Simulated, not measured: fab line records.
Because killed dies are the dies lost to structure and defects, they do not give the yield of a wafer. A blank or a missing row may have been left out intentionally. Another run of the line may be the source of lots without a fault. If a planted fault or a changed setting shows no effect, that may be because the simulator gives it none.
Chamber matching ; flow n5 finfet ; 4 sister chambers for N5_BEOL_M1_DESCUM_33 on rie diel-01
The step chemistry O2, time 7 s. 24 wafers are shown with their chamber, then 12 later ones without.

== WAFERS, EACH WITH ITS CHAMBER ==
wafer;chamber;showerhead plenum p Torr (Torr);throttle valve pct (%);drypump motor current A (A)
L076.2;2;2.11;20.05;5.73
L076.5;0;2.13;20.09;5.72
L076.6;1;2.19;20.23;5.98
L078.2;1;2.19;20.26;5.98
L078.5;3;1.93;20.50;5.54
L078.6;0;2.13;20.09;5.74
L079.2;2;2.11;20.07;5.73
L079.3;3;1.93;20.51;5.50
L079.6;0;2.13;20.10;5.65
L082.2;3;1.92;20.50;5.52
L082.3;1;2.19;20.26;5.97
L082.4;2;2.11;20.06;5.73
L084.1;2;2.11;20.10;5.76
L084.5;2;2.11;20.09;5.74
L084.6;3;1.92;20.52;5.51
L086.2;0;2.13;20.12;5.70
L086.3;1;2.18;20.27;5.98
L086.6;0;2.13;20.10;5.72
L087.2;3;1.92;20.53;5.57
L087.4;0;2.13;20.11;5.72
L087.5;3;1.92;20.52;5.56
L088.3;0;2.13;20.12;5.69
L088.4;3;1.92;20.52;5.55
L088.6;2;2.10;20.09;5.75

SIGNATURES (means of the wafers above)
reading;chamber 0;chamber 1;chamber 2;chamber 3;scatter within a chamber
showerhead plenum p Torr;2.1300;2.1875;2.1083;1.9229;0.00388
throttle valve pct;20.1043;20.2550;20.0767;20.5143;0.0151
drypump motor current A;5.7057;5.9775;5.7400;5.5357;0.0226
Rule: a wafer's distance from a chamber is the root of the sum, over the readings, of the square of ((its reading less the chamber's mean) divided by the reading's scatter). The wafer belongs to the nearest chamber; if the next one is less than 2 further off, it can't be placed. How the scatter is found: for the shown wafers, subtract from each reading the mean of its chamber, square and add these, divide the total by (wafers less chambers), then take the root.

== WAFERS MISSING THEIR CHAMBER ==
wafer;showerhead plenum p Torr (Torr);throttle valve pct (%);drypump motor current A (A)
L089.2;2.10;20.09;5.73
L089.5;1.92;20.52;5.51
L089.6;2.12;20.12;5.72
L090.1;1.92;20.54;5.50
L090.5;2.12;20.13;5.69
L090.6;1.92;20.54;5.56
L095.4;1.91;20.54;5.56
L095.5;1.91;20.54;5.52
L095.6;2.12;20.14;5.68
L096.2;2.12;20.16;5.71
L096.4;2.10;20.12;5.73
L096.6;2.18;20.30;5.95

== CHAMBER TAKEN BY EACH ==
wafer;from the rows above;in truth
L089.2;2;2
L089.5;3;3
L089.6;can't be placed: 0 or 2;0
L090.1;3;3
L090.5;can't be placed: 0 or 2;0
L090.6;3;3
L095.4;3;3
L095.5;3;3
L095.6;0;0
L096.2;can't be placed: 0 or 2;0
L096.4;2;2
L096.6;1;1
Placed correctly: 9 of 12. From these rows, 3 cannot be placed; in 3 the true chamber is one of the candidates. Number placed wrongly: 0.
